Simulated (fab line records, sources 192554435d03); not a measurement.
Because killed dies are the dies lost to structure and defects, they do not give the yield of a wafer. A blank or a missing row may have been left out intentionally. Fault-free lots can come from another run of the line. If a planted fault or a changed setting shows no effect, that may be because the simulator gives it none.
Problem report in the 8D (eight disciplines) form, filled by code    flow n5 finfet    the parts of the form that need people (team, actions taken, sign-off) are left out

## 1. THE PROBLEM
raw defect count at N5_BEOL_M2_INSPECT_59 reads a mean of 1288 on 2 wafers of 2 lots; wafers without a fault read 75 with a standard deviation of 24. Relative to the usual mean, that is a shift of +51 standard deviations.
The step: inspects for defects (darkfield).
Seen first at day 10 02:34 on defect inspect-01, wafer L825.3. The record has a number at this step for 27 wafers belonging to 9 lots. Rule for "out" (also "out of limits"): further than 4 standard deviations from the usual mean. Any other wafer with a number is counted as sound.

## 2. WHAT IT IS, WHAT IT ISN'T
question                     is                 is not
which readings at this step  raw defect count   -
which lots                   L825, L827         L816, L818, L820, L823, L830, L833, L834
which wafers of those lots   L825.3, L827.5     L825.1, L825.2, L827.2, L827.6
read on which gauges         defect inspect-01  defect inspect-02
when                         from day 10 02:34  up to then (14 sound wafers); but 11 sound wafers of L827, L830, L833, L834 came after

## 3. SUSPECTS, AND WHAT RULES EACH OUT
Counting: a tool at a process step up to the reading stays a suspect if it ran every lot that is out. Sound lots after the first of them don't rule it out here, since some wafers of a struck lot are sound.
- the gauge at N5_BEOL_M2_INSPECT_59: ruled out. All the wafers that are out were read on defect inspect-01, but those of them that N5_PASSIVATION_PROBE_49 has rows for are out there too, on other tools.
- cmp-03 at N5_BEOL_M2_CMP_52 (polishes, stops on SiOC, t overpolish 6.8 s, target thk 40 nm): kept. Ran every lot that is out, first one L825 (day 10 01:59); last sound lot up to then L820 (day 9 08:40).
- At N5_BEOL_M2_CMP_52, inside cmp-03: chamber 2 took the wafers that are out, while their sound lot-mates went through chambers 0, 1, 3.
Remaining after the count: cmp-03 at N5_BEOL_M2_CMP_52.

## 4. THE CAUSE (what the simulator had put in)
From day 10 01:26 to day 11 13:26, cmp-03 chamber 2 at N5_BEOL_M2_CMP_52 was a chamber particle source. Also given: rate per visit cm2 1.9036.
This tool alone remained once counting was done.

## 5. THE CHAIN OF EFFECTS, in route order
One row per reading whose mean, taken over the struck wafers that have a number, lies over 3 standard deviations from the usual. Only readings whose record carries a usual standard deviation are examined. hours: median over the lots of the time between each lot's start at the first step of this table that gives one and its start at this step. sigmas: the change, counted in usual standard deviations.
hours  step                     reading               usual   on struck wafers  change  sigmas
0      N5_BEOL_M2_INSPECT_59    raw defect count      75      1288              +1212   +51
4      N5_BEOL_M3_INSPECT_13    raw defect count      439     1566              +1128   +13
4      N5_BEOL_M3_INSPECT_30    raw defect count      440     1548              +1108   +13
126    N5_PASSIVATION_PROBE_49  defect limited yield  91.4 %  32.5              -59.0   -42
126    N5_PASSIVATION_PROBE_49  killed_at_M0_to_M3    34      754               +720    +81
126    N5_PASSIVATION_PROBE_49  killed dies           102     798               +696    +43
126    N5_PASSIVATION_PROBE_49  killed on rim         13      104               +91     +22
126    N5_PASSIVATION_PROBE_49  sort_bin_5_function   5.1 %   43.5              +38.4   +43
126    N5_PASSIVATION_PROBE_49  sort_bin_6_memory     3.2 %   18.3              +15.1   +25
126    N5_PASSIVATION_PROBE_49  sort n pass           1078    382               -696    -43
Its process steps:
- N5_PASSIVATION_PROBE_49
Later steps that measure or inspect, where all struck wafers having a row at the step show a number for every such reading and not one has moved that far: N5_BEOL_M4_RC_MEAS_101.

## 6. HOW IT WOULD HAVE BEEN CAUGHT EARLIER
In this record the first reading out of limits at a measuring or inspecting step was taken at day 10 02:34, 1 hour after the fault began at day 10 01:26.
An alarm limit of 4 standard deviations would not have fired on the tool readings at N5_BEOL_M2_CMP_52 for which the record gives a usual standard deviation, since none of them was out on any struck wafer.
Of the lots that are out (2), L827 began N5_BEOL_M2_CMP_52 on cmp-03 after day 10 02:34. A hold on the tool at that time would have spared it.
